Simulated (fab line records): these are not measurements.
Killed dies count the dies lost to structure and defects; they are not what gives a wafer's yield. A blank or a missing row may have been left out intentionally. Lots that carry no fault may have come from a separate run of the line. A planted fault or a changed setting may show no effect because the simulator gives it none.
Matching of chambers :: flow n5-finfet :: N5_SDB_ETCH_25 on rie-diel-01 has 4 sister chambers
The step etches SiO2 in C4F6/O2, target depth 10 nm, time 3.3 s. 16 wafers are shown with their chamber, then 8 later ones without.

EACH WAFER AND ITS CHAMBER
wafer: L078.1
chamber: 2
drypump-motor-current-A (A): 5.5
showerhead-plenum-p-Torr (Torr): 2.86
rf-vpp-V (V): 664

wafer: L078.2
chamber: 1
drypump-motor-current-A (A): 4.9
showerhead-plenum-p-Torr (Torr): 2.80
rf-vpp-V (V): 655

wafer: L078.3
chamber: 0
drypump-motor-current-A (A): 5.4
showerhead-plenum-p-Torr (Torr): 2.93
rf-vpp-V (V): 663

wafer: L081.1
chamber: 3
drypump-motor-current-A (A): 5.8
showerhead-plenum-p-Torr (Torr): 2.90
rf-vpp-V (V): 658

wafer: L081.2
chamber: 2
drypump-motor-current-A (A): 5.5
showerhead-plenum-p-Torr (Torr): 2.86
rf-vpp-V (V): 664

wafer: L081.6
chamber: 2
drypump-motor-current-A (A): 5.5
showerhead-plenum-p-Torr (Torr): 2.86
rf-vpp-V (V): 666

wafer: L082.2
chamber: 0
drypump-motor-current-A (A): 5.4
showerhead-plenum-p-Torr (Torr): 2.92
rf-vpp-V (V): 662

wafer: L082.5
chamber: 3
drypump-motor-current-A (A): 5.8
showerhead-plenum-p-Torr (Torr): 2.90
rf-vpp-V (V): 658

wafer: L082.6
chamber: 0
drypump-motor-current-A (A): 5.4
showerhead-plenum-p-Torr (Torr): 2.92
rf-vpp-V (V): 663

wafer: L083.1
chamber: 3
drypump-motor-current-A (A): 5.8
showerhead-plenum-p-Torr (Torr): 2.90
rf-vpp-V (V): 656

wafer: L083.3
chamber: 0
drypump-motor-current-A (A): 5.3
showerhead-plenum-p-Torr (Torr): 2.92
rf-vpp-V (V): 664

wafer: L083.5
chamber: 2
drypump-motor-current-A (A): 5.5
showerhead-plenum-p-Torr (Torr): 2.86
rf-vpp-V (V): 666

wafer: L085.3
chamber: 1
drypump-motor-current-A (A): 4.9
showerhead-plenum-p-Torr (Torr): 2.80
rf-vpp-V (V): 655

wafer: L085.4
chamber: 2
drypump-motor-current-A (A): 5.5
showerhead-plenum-p-Torr (Torr): 2.85
rf-vpp-V (V): 664

wafer: L085.5
chamber: 3
drypump-motor-current-A (A): 5.8
showerhead-plenum-p-Torr (Torr): 2.90
rf-vpp-V (V): 657

wafer: L092.1
chamber: 3
drypump-motor-current-A (A): 5.8
showerhead-plenum-p-Torr (Torr): 2.89
rf-vpp-V (V): 657

SIGNATURES, as means of the wafers listed above
reading: drypump-motor-current-A
chamber 0: 5.375
chamber 1: 4.900
chamber 2: 5.500
chamber 3: 5.800
scatter within a chamber: 0.025

reading: showerhead-plenum-p-Torr
chamber 0: 2.9225
chamber 1: 2.8000
chamber 2: 2.8580
chamber 3: 2.8980
scatter within a chamber: 0.00443

reading: rf-vpp-V
chamber 0: 663.00
chamber 1: 655.00
chamber 2: 664.80
chamber 3: 657.20
scatter within a chamber: 0.894
Rule: for each reading, subtract the chamber's mean from the wafer's reading, divide by that reading's scatter and square the result; add these up over the readings and take the root, which gives the wafer's distance from the chamber. The wafer belongs to the nearest chamber; if the next one is less than 2 further off, it can't be placed. How the scatter is found: for the shown wafers, subtract from each reading the mean of its chamber, square and add these, divide the total by (wafers less chambers), then take the root.

WAFERS WHOSE CHAMBER IS MISSING
wafer: L092.2
drypump-motor-current-A (A): 4.9
showerhead-plenum-p-Torr (Torr): 2.79
rf-vpp-V (V): 654

wafer: L092.3
drypump-motor-current-A (A): 5.4
showerhead-plenum-p-Torr (Torr): 2.92
rf-vpp-V (V): 661

wafer: L093.1
drypump-motor-current-A (A): 5.8
showerhead-plenum-p-Torr (Torr): 2.89
rf-vpp-V (V): 657

wafer: L093.2
drypump-motor-current-A (A): 5.5
showerhead-plenum-p-Torr (Torr): 2.85
rf-vpp-V (V): 664

wafer: L093.4
drypump-motor-current-A (A): 4.9
showerhead-plenum-p-Torr (Torr): 2.79
rf-vpp-V (V): 653

wafer: L095.1
drypump-motor-current-A (A): 5.5
showerhead-plenum-p-Torr (Torr): 2.84
rf-vpp-V (V): 664

wafer: L095.4
drypump-motor-current-A (A): 5.4
showerhead-plenum-p-Torr (Torr): 2.91
rf-vpp-V (V): 662

wafer: L095.6
drypump-motor-current-A (A): 4.8
showerhead-plenum-p-Torr (Torr): 2.79
rf-vpp-V (V): 654

EACH ONE'S CHAMBER
wafer: L092.2
from the rows above: 1
in truth: 1

wafer: L092.3
from the rows above: 0
in truth: 0

wafer: L093.1
from the rows above: 3
in truth: 3

wafer: L093.2
from the rows above: 2
in truth: 2

wafer: L093.4
from the rows above: 1
in truth: 1

wafer: L095.1
from the rows above: 2
in truth: 2

wafer: L095.4
from the rows above: 0
in truth: 0

wafer: L095.6
from the rows above: 1
in truth: 1
Correct placement for 8 of the 8. Left unplaced by these rows: 0. 0 placed wrongly.
